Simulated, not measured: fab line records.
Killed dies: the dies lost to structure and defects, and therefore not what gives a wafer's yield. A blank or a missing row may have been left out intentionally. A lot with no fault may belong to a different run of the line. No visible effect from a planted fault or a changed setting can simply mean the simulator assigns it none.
fab line records	flow n5Finfet
record lots=6	wafers=18	lastDay=17
route steps=1938 shown BEOL_M0_SAQP@635 BEOL_M4@1111 PASSIVATION@1936
lots that met no fault: from a run of the same line without faults
startH: hours from the record's opening day to when the first of the lot's shown wafers began	waitH: how many hours have passed since the lot's step before this one	" repeats the value in the row above	L1.1+2: several wafers, shown together as one row	- no value, or no start was given	* or withheld: withheld	< > ~ a bound
route shown NAME@n: NAME is a module with steps in the file, n the number in the route of the first one	usual: mean/standard deviation taken from wafers without a fault	same: alike in all rows	chamber/n: place in a boat	sites: the reading at each site	_std_site: the values' standard deviation	_edge_site: inner sites' mean taken away from outer sites' mean	radiusMm: for every site, how far away it sits from the centre of the wafer	mask NAME#n: copy n	behind: the most recent tool/chamber to have shaped the wafer	hold: cause of the lot's hold/its duration in hours/its outcome	device: transistor that didn't switch, given as n, p or np	end of line: at the end of the route, the tests of the same wafers	step lacking rows: just its recipe	killed: dies that structure and defects cost at the first sort, which is not the same as the wafer's yield	map: per-die view of a wafer (x killed, . not killed, _ where there is no die)
set.NAME: the setting as run; set.NAME@STEP: as run at that earlier step	model.NAME: the simulator's own value behind a step, which no gauge read
lots at some steps of the route; a table a step, a row a wafer
services: from which hour (startH, from the record's first day; less than 0 if before it) a tool's chamber was out of use, for how many hours, and why
## steps
# step N5_BEOL_M0_SAQP_PECVD_03
# recipe material=SiCN	targetThkA=120	tempC=withheld	precursor=3MS/NH3	pressureTorr=3	rfW=202	timeS=21.1
# usual showerheadPlenumPTorr=3.667/0.016	throttleValvePct=9.0/0.56
lot.wafer	tool	chamber	startH	waitH	showerheadPlenumPTorr	throttleValvePct
L553.1	pecvd-04	2	129.81	0.1	3.673	7.7
L553.2	"	1	"	"	3.694	9.0
L553.6	"	1	"	"	3.690	9.0
L554.1	pecvd-01	1	129.84	0.1	3.647	10.0
L554.4	"	1	"	"	3.639	9.8
L554.6	"	0	"	"	3.666	8.6
L562.1	pecvd-01	2	163.65	0.1	3.647	9.3
L562.2	"	1	"	"	3.635	9.7
L562.3	"	0	"	"	3.651	8.9
L563.1	pecvd-04	2	175.52	0.1	3.680	8.3
L563.3	"	0	"	"	3.670	9.3
L563.5	"	0	"	"	3.661	9.5
L568.1	pecvd-03	1	195.95	0.1	3.690	9.5
L568.2	"	0	"	"	3.675	9.2
L568.3	"	2	"	"	3.668	8.6
L576.1	pecvd-03	0	250.19	0.1	3.675	9.3
L576.4	"	1	"	"	3.691	9.1
L576.6	"	0	"	"	3.672	9.3
# step N5_BEOL_M0_SAQP_PECVD_96
# recipe material=a-Si	targetThkA=450	tempC=350	precursor=SiH4/He	pressureTorr=3	rfW=100	timeS=45.2
# usual heaterPowerOuterW=362/47	heaterPowerW=632/61	showerheadPlenumPTorr=5.67/0.057	throttleValvePct=18.0/1.1
lot.wafer	tool	chamber	startH	waitH	heaterPowerOuterW	heaterPowerW	showerheadPlenumPTorr	throttleValvePct
L553.1	pecvd-04	2	129.84	0.0	326	568	5.68	16.1
L553.2	"	1	"	"	377	681	5.74	18.1
L553.6	"	1	"	"	382	678	5.74	18.2
L554.1	pecvd-01	1	129.87	0.0	257	530	5.57	19.6
L554.4	"	1	"	"	255	511	5.56	19.5
L554.6	"	0	"	"	365	584	5.65	17.3
L562.1	pecvd-01	2	163.68	0.0	408	722	5.60	18.5
L562.2	"	1	"	"	301	582	5.56	19.6
L562.3	"	0	"	"	384	601	5.65	17.4
L563.1	pecvd-04	2	175.55	0.0	329	572	5.70	16.0
L563.3	"	0	"	"	377	649	5.66	19.1
L563.5	"	0	"	"	386	641	5.68	18.8
L568.1	pecvd-03	1	195.98	0.0	386	621	5.75	18.3
L568.2	"	0	"	"	299	551	5.70	18.7
L568.3	"	2	"	"	364	652	5.66	17.4
L576.1	pecvd-03	0	250.22	0.0	325	591	5.71	18.7
L576.4	"	1	"	"	403	634	5.76	18.5
L576.6	"	0	"	"	316	578	5.71	18.7
# step N5_BEOL_M0_SAQP_PECVD_97
# recipe material=SiNx	targetThkA=230	tempC=350	precursor=SiH4/NH3/N2	pressureTorr=1.5	rfW=300	timeS=19.9
# usual heaterPowerOuterW=308/42	heaterPowerW=561/50	showerheadPlenumPTorr=5.15/0.076	throttleValvePct=39.5/2.4
lot.wafer	tool	chamber	startH	waitH	heaterPowerOuterW	heaterPowerW	showerheadPlenumPTorr	throttleValvePct
L553.1	pecvd-04	2	129.89	0.0	262	497	5.16	34.8
L553.2	"	1	"	"	262	529	5.25	39.5
L553.6	"	1	"	"	259	516	5.25	39.6
L554.1	pecvd-01	1	129.92	0.0	259	529	5.01	43.1
L554.4	"	1	"	"	254	530	5.01	42.9
L554.6	"	0	"	"	337	552	5.10	37.8
L562.1	pecvd-01	2	163.73	0.0	386	677	5.06	40.7
L562.2	"	1	"	"	248	516	4.99	43.3
L562.3	"	0	"	"	352	573	5.11	38.0
L563.1	pecvd-04	2	175.60	0.0	312	543	5.18	35.2
L563.3	"	0	"	"	382	650	5.13	41.5
L563.5	"	0	"	"	373	636	5.15	41.7
L568.1	pecvd-03	1	196.03	0.0	359	565	5.25	40.7
L568.2	"	0	"	"	239	472	5.19	40.8
L568.3	"	2	"	"	351	656	5.12	37.9
L576.1	pecvd-03	0	250.27	0.0	269	514	5.18	40.9
L576.4	"	1	"	"	356	598	5.26	40.5
L576.6	"	0	"	"	272	518	5.17	40.7
# step N5_BEOL_M0_SAQP_PECVD_04
# recipe material=a-Si	targetThkA=600	tempC=350	precursor=SiH4/He	pressureTorr=3	rfW=100	timeS=60.2
# usual heaterPowerOuterW=358/40	heaterPowerW=628/52	showerheadPlenumPTorr=5.67/0.056	throttleValvePct=18.0/1.1
lot.wafer	tool	chamber	startH	waitH	heaterPowerOuterW	heaterPowerW	showerheadPlenumPTorr	throttleValvePct
L553.1	pecvd-04	2	129.92	0.0	328	584	5.69	16.2
L553.2	"	1	"	"	348	640	5.76	18.1
L553.6	"	1	"	"	345	654	5.77	18.1
L554.1	pecvd-01	1	129.96	0.0	325	620	5.56	19.4
L554.4	"	1	"	"	328	627	5.55	19.5
L554.6	"	0	"	"	404	649	5.65	17.1
L562.1	pecvd-01	2	163.76	0.0	391	697	5.61	18.7
L562.2	"	1	"	"	321	598	5.57	19.7
L562.3	"	0	"	"	380	609	5.63	17.3
L563.1	pecvd-04	2	175.64	0.0	344	611	5.69	16.2
L563.3	"	0	"	"	403	674	5.66	19.1
L563.5	"	0	"	"	389	669	5.66	19.0
L568.1	pecvd-03	1	196.07	0.0	372	617	5.74	18.3
L568.2	"	0	"	"	321	575	5.71	18.5
L568.3	"	2	"	"	346	625	5.66	17.3
L576.1	pecvd-03	0	250.31	0.0	286	530	5.69	18.7
L576.4	"	1	"	"	389	617	5.75	18.4
L576.6	"	0	"	"	288	534	5.68	18.6
# step N5_BEOL_M0_SAQP_THK_MEAS_05
# usual thkNm=59.9/0.79
lot.wafer	tool	chamber	startH	waitH	thkNm
L553.1	filmMetro-01	-	130.02	0.1	59.7
L553.2	"	-	"	"	59.0
L553.6	"	-	"	"	60.2
L554.1	filmMetro-02	-	130.05	0.1	59.4
L554.4	"	-	"	"	59.6
L554.6	"	-	"	"	60.6
L562.1	filmMetro-01	-	163.86	0.1	59.9
L562.2	"	-	"	"	59.1
L562.3	"	-	"	"	59.6
L563.1	filmMetro-02	-	175.74	0.1	58.8
L563.3	"	-	"	"	58.6
L563.5	"	-	"	"	59.5
L568.1	filmMetro-01	-	196.18	0.1	59.5
L568.2	"	-	"	"	60.2
L568.3	"	-	"	"	60.8
L576.1	filmMetro-02	-	250.40	0.1	60.1
L576.4	"	-	"	"	60.5
L576.6	"	-	"	"	60.5
# step N5_BEOL_M0_SAQP_HM_DEP_111
# recipe material=SiO2	targetThkA=120	tempC=400	precursor=SiH4/N2O	pressureTorr=0.75	rfW=275	timeS=7.2
# usual heaterPowerOuterW=462/62	heaterPowerW=782/76	showerheadPlenumPTorr=8.18/0.15
lot.wafer	tool	chamber	startH	waitH	heaterPowerOuterW	heaterPowerW	showerheadPlenumPTorr
L553.1	pecvd-03	2	130.13	0.1	519	912	8.12
L553.2	"	0	"	"	430	746	8.26
L553.6	"	1	"	"	456	720	8.37
L554.1	pecvd-04	1	130.17	0.1	386	702	8.36
L554.4	"	2	"	"	456	762	8.23
L554.6	"	0	"	"	490	857	8.16
L562.1	pecvd-03	2	163.90	0.0	516	847	8.13
L562.2	"	1	"	"	527	822	8.35
L562.3	"	0	"	"	406	722	8.22
L563.1	pecvd-04	2	175.77	0.0	408	703	8.22
L563.3	"	0	"	"	519	854	8.16
L563.5	"	0	"	"	502	841	8.15
L568.1	pecvd-03	1	196.22	0.0	475	756	8.35
L568.2	"	2	"	"	445	808	8.13
L568.3	"	0	"	"	356	647	8.21
L576.1	pecvd-04	2	250.44	0.0	467	775	8.23
L576.4	"	1	"	"	470	825	8.38
L576.6	"	0	"	"	467	792	8.16
# step N5_BEOL_M0_SAQP_COAT_81
# recipe resist=SOC	tempC=250	timeS=60	spinRpm=1500	resistThkNm=100
# step N5_BEOL_M0_SAQP_COAT_82
# recipe resist=SiARC	tempC=220	timeS=60	spinRpm=1500	resistThkNm=30
# step N5_BEOL_M0_SAQP_COAT_08
# recipe resist=CAR-ArF	spinRpm=1500	resistThkNm=90
# step N5_BEOL_M0_SAQP_EBR_10
# recipe solvent=PGMEA	ebrWidthMm=1.5
# step N5_BEOL_M0_SAQP_SOFTBAKE_09
# recipe tempC=110	timeS=60	resist=CAR-ArF
# step N5_BEOL_M0_SAQP_EXPOSE_11
# recipe maskId=M0_CORE	na=1.35	sourceShape=dipole	sigmaInner=0.538	sigmaOuter=0.738	polarization=te	targetCdNm=42	doseMj=55
# step N5_BEOL_M0_SAQP_PEB_12
# recipe pebTempC=withheld	pebTimeS=60	resist=CAR-ArF
# usual chillPlateTempC=23.00/0.1
lot.wafer	tool	chamber	startH	waitH	chillPlateTempC
L553.1	lithoTrack-02	0	130.44	0.1	23.03
L553.2	"	0	"	"	23.12
L553.6	"	0	"	"	22.89
L554.1	lithoTrack-01	0	130.60	0.1	23.27
L554.4	"	0	"	"	23.21
L554.6	"	0	"	"	23.17
L562.1	lithoTrack-01	0	164.28	0.1	22.89
L562.2	"	0	"	"	23.02
L562.3	"	0	"	"	22.78
L563.1	lithoTrack-01	0	176.03	0.1	22.95
L563.3	"	0	"	"	22.93
L563.5	"	0	"	"	22.96
L568.1	lithoTrack-05	0	196.47	0.1	23.09
L568.2	"	0	"	"	22.93
L568.3	"	0	"	"	23.02
L576.1	lithoTrack-02	0	250.82	0.1	22.91
L576.4	"	0	"	"	22.93
L576.6	"	0	"	"	22.96
# step N5_BEOL_M0_SAQP_DEVELOP_13
# recipe developTimeS=30	developer=TMAH	resist=CAR-ArF	devTempC=23	rinseLiquid=diw	dry=airSpin
# step N5_BEOL_M0_SAQP_CD_MEAS_14
# recipe targetCdNm=42.5	landingEnergyEv=500	detector=seInlens
# usual cdNm=42.4/0.38
lot.wafer	tool	chamber	startH	waitH	cdNm
L553.1	cdSem-03	0	130.50	-	42.1
L553.2	"	0	"	"	42.1
L553.6	"	0	"	"	42.2
L554.1	cdSem-01	0	130.67	-	42.5
L554.4	"	0	"	"	42.6
L554.6	"	0	"	"	42.9
L562.1	cdSem-02	0	164.34	-	38.7
L562.2	"	0	"	"	38.7
L562.3	"	0	"	"	38.7
L563.1	cdSem-03	0	176.09	-	39.8
L563.3	"	0	"	"	39.4
L563.5	"	0	"	"	39.9
L568.1	cdSem-01	0	196.54	-	42.3
L568.2	"	0	"	"	42.6
L568.3	"	0	"	"	42.8
L576.1	cdSem-02	0	250.89	-	42.4
L576.4	"	0	"	"	42.1
L576.6	"	0	"	"	41.9
# step N5_BEOL_M0_SAQP_OVL_MEAS_15
# recipe pointsPerWafer=44
# usual M0_CORE_OVL=0.2/0.8
lot.wafer	tool	chamber	startH	waitH	M0_CORE_OVL[nm]
L553.1	overlay-01	0	130.53	0.0	-0.3
L553.2	"	0	"	"	0.8
L553.6	"	0	"	"	-0.2
L554.1	overlay-02	0	130.70	0.0	0.7
L554.4	"	0	"	"	0.7
L554.6	"	0	"	"	1.5
L562.1	overlay-01	0	164.37	0.0	1.0
L562.2	"	0	"	"	1.3
L562.3	"	0	"	"	-0.4
L563.1	overlay-02	0	176.12	0.0	-0.2
L563.3	"	0	"	"	0.9
L563.5	"	0	"	"	-0.6
L568.1	overlay-01	0	196.57	0.0	-1.0
L568.2	"	0	"	"	0.7
L568.3	"	0	"	"	-0.3
L576.1	overlay-01	0	250.92	0.0	-0.3
L576.4	"	0	"	"	-1.7
L576.6	"	0	"	"	-0.4
# step N5_BEOL_M4_RC_MEAS_101
# usual DIBL_N=36.0/1.7	DIBL_P=36.2/2.3	IOFF_N=0.16/0.03	IOFF_P=0.21/0.036	ION_N=679/11	ION_P=465/7.1	SS_N=71.4/0.58	SS_P=73.3/0.75	VT_N=249/3.1	VT_P=-251/3.5
lot.wafer	tool	chamber	startH	waitH	DIBL_N[mV/V]	DIBL_P[mV/V]	IOFF_N[nA/um]	IOFF_P[nA/um]	ION_N[uA/um]	ION_P[uA/um]	SS_N[mV/dec]	SS_P[mV/dec]	VT_N[mV]	VT_P[mV]
L554.1	prober-01	0	189.08	0.0	33.8	33.3	0.13	0.17	673	462	70.6	72.4	253	-251
L554.4	"	0	"	"	35.8	36.5	0.18	0.23	692	472	70.8	73.1	246	-248
L554.6	"	0	"	"	33.3	32.1	0.12	0.17	662	449	70.9	72.0	253	-256
L553.1	prober-02	0	190.71	0.0	39.3	38.5	0.20	0.27	696	472	72.0	74.8	246	-246
L553.2	"	0	"	"	37.4	37.0	0.17	0.25	673	467	71.2	73.1	249	-246
L553.6	"	0	"	"	35.4	34.0	0.14	0.20	670	457	72.0	73.1	250	-250
L562.1	prober-01	0	230.08	0.0	33.1	33.0	0.10	0.15	653	456	70.4	72.3	257	-254
L562.2	"	0	"	"	36.4	37.6	0.16	0.21	667	462	71.3	74.3	252	-252
L562.3	"	0	"	"	37.3	38.6	0.17	0.24	679	468	71.8	74.1	250	-249
L563.1	prober-02	0	251.13	0.0	35.7	36.0	0.16	0.22	681	470	70.8	73.1	251	-248
L563.3	"	0	"	"	37.0	37.3	0.17	0.25	682	467	70.8	73.5	246	-246
L563.5	"	0	"	"	35.4	35.4	0.14	0.21	662	467	71.4	73.1	253	-249
L568.1	prober-01	0	258.97	0.0	36.3	36.8	0.20	0.22	693	464	72.3	73.8	247	-249
L568.2	"	0	"	"	34.4	34.5	0.15	0.18	678	460	71.3	73.8	251	-251
L568.3	"	0	"	"	35.4	35.7	0.17	0.21	691	465	71.9	73.7	249	-249
L576.1	prober-01	0	316.23	0.0	35.8	36.5	0.16	0.20	687	467	71.9	73.4	248	-253
L576.4	"	0	"	"	39.2	39.4	0.20	0.24	691	462	72.5	74.7	247	-251
L576.6	"	0	"	"	34.0	33.5	0.12	0.16	667	455	71.1	72.7	251	-255
# step N5_PASSIVATION_PROBE_49
# usual defectLimitedYield=91.3/1.5	killed_at_M0_to_M3=31/11	killed_at_M4_up=14/5.1	killedAtContacts=12/5.6	killedAtFrontEnd=42/12	killedAtOther=3.8/2.9	killedDies=103/18	killedOpen=67/14	killedShort=33/8	sort_bin_5_function=5.1/1	sort_bin_6_memory=3.2/0.75	sortNPass=1077/18	sortYieldPct=91.3/1.5
# same grossDies=1180	killedAtBackSide=0	sort_bin_4_leakage[%]=0	sort_bin_8_speed[%]=0
lot.wafer	tool	chamber	startH	waitH	defectLimitedYield[%]	killed_at_M0_to_M3	killed_at_M4_up	killedAtContacts	killedAtFrontEnd	killedAtOther	killedDies	killedOpen	killedShort	sort_bin_5_function[%]	sort_bin_6_memory[%]	sortNPass	sortYieldPct[%]
L562.1	prober-02	-	349.71	2.4	90.9	34	13	11	45	4	107	69	28	5.5	3.4	1073	90.9
L562.2	prober-02	-	349.76	2.5	92.5	19	19	4	42	5	89	45	42	4.8	2.3	1091	92.5
L562.3	prober-02	-	349.81	2.5	91.2	31	19	11	41	2	104	62	36	6.0	2.5	1076	91.2
L563.5	prober-02	-	368.11	0.2	91.8	36	11	12	33	5	97	76	20	4.7	3.1	1083	91.8
# killed by level:class
L562.1 FIN_SAQP:geometricParticle:open=13 MOL_CONTACT_COAG:geometricParticle:open=10 FIN_SAQP:geometricParticle:short=9 BEOL_M2:geometricParticle:open=7 BEOL_M0_SAQP:areaPeb=7 BEOL_M3:geometricParticle:open=6 GATE_CUT:geometricParticle:short=5 BEOL_M3:geometricParticle:short=4
L562.2 FIN_SAQP:geometricParticle:open=12 FIN_SAQP:geometricParticle:short=9 BEOL_M4:geometricParticle:short=5 BEOL_M1:geometricParticle:open=5 GATE_CUT:geometricParticle:short=5 BEOL_M5:geometricParticle:open=5 ILD0:geometricParticle:short=4 BEOL_M2:geometricParticle:open=4
L562.3 FIN_SAQP:geometricParticle:open=13 FIN_SAQP:geometricParticle:short=11 MOL_CONTACT_COAG:geometricParticle:open=10 BEOL_M0_SAQP:geometricParticle:short=10 BEOL_M5:geometricParticle:open=6 BEOL_M4:geometricParticle:short=5 BEOL_M0_SAQP:areaPeb=5 STI_FIN_REVEAL:geometricParticle:open=4
L563.5 MOL_CONTACT_COAG:geometricParticle:open=9 BEOL_M1:geometricParticle:open=9 FIN_SAQP:geometricParticle:open=7 DUMMY_GATE:geometricParticle:open=7 BEOL_M0_SAQP:geometricParticle:open=7 STI_FIN_REVEAL:geometricParticle:open=6 BEOL_M0:geometricParticle:open=5 BEOL_M3:geometricParticle:open=4
## services
tool	chamber	startH	hours	kind
pecvd-03	1	110.42	2.1	scheduledDown
pecvd-03	-	122.25	2.5	repair
pecvd-01	-	132.82	0.8	repair
pecvd-03	-	133.85	2.2	repair
lithoTrack-02	-	134.68	-	consumableReplace:filter
pecvd-04	0	137.74	5.5	scheduledDown
pecvd-04	-	144.83	28.1	pm
pecvd-01	-	167.36	1.7	repair
pecvd-01	2	170.77	-	calibration
pecvd-03	1	184.01	5.0	scheduledDown
lithoTrack-05	-	190.79	-	consumableReplace:filter
pecvd-01	-	200.16	2.8	pm
lithoTrack-01	-	248.51	-	consumableReplace:filter
## key
firstSign step=N5_BEOL_M0_SAQP_CD_MEAS_14	reading=cdNm	direction=down	sigmas=8.2	usual=42.4	struck=39.2	through=controlLoop
effect none on later readings
metAt N5_BEOL_M0_SAQP_PEB_12
struckWafers L562.1,L562.2,L562.3,L563.1,L563.3,L563.5
loopTrim step=N5_BEOL_M0_SAQP_EXPOSE_11	setting=dose	lots=L563
onsetBetween 130.60 164.28
fault kind=processParameterDrift	tool=lithoTrack-01	chamber=-	onsetH=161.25	steps=N5_BEOL_M0_SAQP_PEB_12	channel=pebTempC	offset=withheld	shape=step	endH=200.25	actsIn=*
# loopTrim: a control loop set the setting to another value than it would have without faults
